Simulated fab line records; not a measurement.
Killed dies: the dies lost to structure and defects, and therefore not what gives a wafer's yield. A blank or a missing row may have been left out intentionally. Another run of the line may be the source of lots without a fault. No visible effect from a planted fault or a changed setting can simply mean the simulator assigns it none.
Code-filled problem report in 8D (eight disciplines) form    flow n5_finfet    the parts of the form that need people (team, actions taken, sign-off) are left out

## 1. PROBLEM STATEMENT
Wafers without a fault read 11, standard deviation 5.9; killed_at_contacts at N5_PASSIVATION_PROBE_49 reads a mean of 1095 on 3 wafers belonging to 3 lots. That is +99 or more standard deviations from the usual mean.
The first sign was on wafer L896.1 at day 17 08:22, on prober-01. The record holds 6 wafers of 3 lots with a number at this step. By rule, "out" or "out of limits" means more than 4 standard deviations away from the usual mean. The rest of the wafers with a number are treated as sound.

## 2. WHAT IT IS AND WHAT IT IS NOT
question                     is                                                                                                                      is not
which readings at this step  killed_at_contacts, defect_limited_yield, killed_dies, killed_on_rim, sort_bin_5_function, sort_n_pass, sort_yield_pct  killed_at_M0_to_M3, killed_at_M4_up, killed_at_front_end, killed_open, killed_short, sort_bin_6_memory, sort_bin_8_speed
which lots                   L896, L897, L898                                                                                                        -
which wafers of those lots   L896.1, L897.1, L898.2                                                                                                  L896.5, L897.3, L898.3
read on which tools          prober-01, prober-02                                                                                                    -
when                         from day 17 08:22                                                                                                       up to then (0 sound wafers); but 3 sound wafers of L896, L897, L898 came after

## 3. THE SUSPECTS, EACH WITH WHAT RULES IT OUT
Counting: any tool at a process step up to the reading remains a suspect provided it ran every lot that is out. Sound lots after the first of them don't rule it out here, since some wafers of a struck lot are sound.
- ald_sin-02 at N5_MOL_CONTACT_COAG_ALD_123 (deposits SiNx, target thk 5 nm, pulse time 1 s, purge time 2 s): kept. It ran every lot that is out, first L896 (day 8 14:44).
After counting, what remains is ald_sin-02 at N5_MOL_CONTACT_COAG_ALD_123.

## 4. THE CAUSE (what the simulator had put in)
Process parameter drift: ald_sin-02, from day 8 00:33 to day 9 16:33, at N5_MOL_CONTACT_COAG_ALD_123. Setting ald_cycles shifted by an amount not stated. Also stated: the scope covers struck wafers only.
Counting left only this tool.

## 5. THE EFFECT CHAIN, in route order
Rows list readings where the struck wafers' mean (over those with a number) sits beyond 3 standard deviations from the usual. Only readings for which the record gives a usual standard deviation are gone through. hours: the time from each lot's start at the first step in this table that gives one to its start at this step, as a median over the lots. sigmas: the change in usual standard deviations.
hours  step                     reading               usual   on struck wafers  change  sigmas
0      N5_PASSIVATION_PROBE_49  defect_limited_yield  91.5 %  0.0               -91.5   -65
0      N5_PASSIVATION_PROBE_49  killed_at_contacts    11      1095              +1084   +99 or more
0      N5_PASSIVATION_PROBE_49  killed_dies           101     1180              +1079   +63
0      N5_PASSIVATION_PROBE_49  killed_on_rim         13      152               +139    +35
0      N5_PASSIVATION_PROBE_49  sort_bin_5_function   5.0 %   96.3              +91.3   +94
0      N5_PASSIVATION_PROBE_49  sort_n_pass           1079    0                 -1079   -63
0      N5_PASSIVATION_PROBE_49  sort_yield_pct        91.4 %  0.0               -91.4   -65
It contains these process steps:
- N5_PASSIVATION_PROBE_49

## 6. WHAT WOULD HAVE CAUGHT IT SOONER
First out-of-limits reading in this record: day 17 08:22, which is 224 hours after fault onset at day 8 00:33.
An alarm limit of 4 standard deviations would not have fired on the tool readings at N5_MOL_CONTACT_COAG_ALD_123 for which the record gives a usual standard deviation, since none of them was out on any struck wafer.
Lots out: 3; all had begun N5_MOL_CONTACT_COAG_ALD_123 on ald_sin-02 by day 17 08:22. None of them would have been spared by holding the tool at that moment.
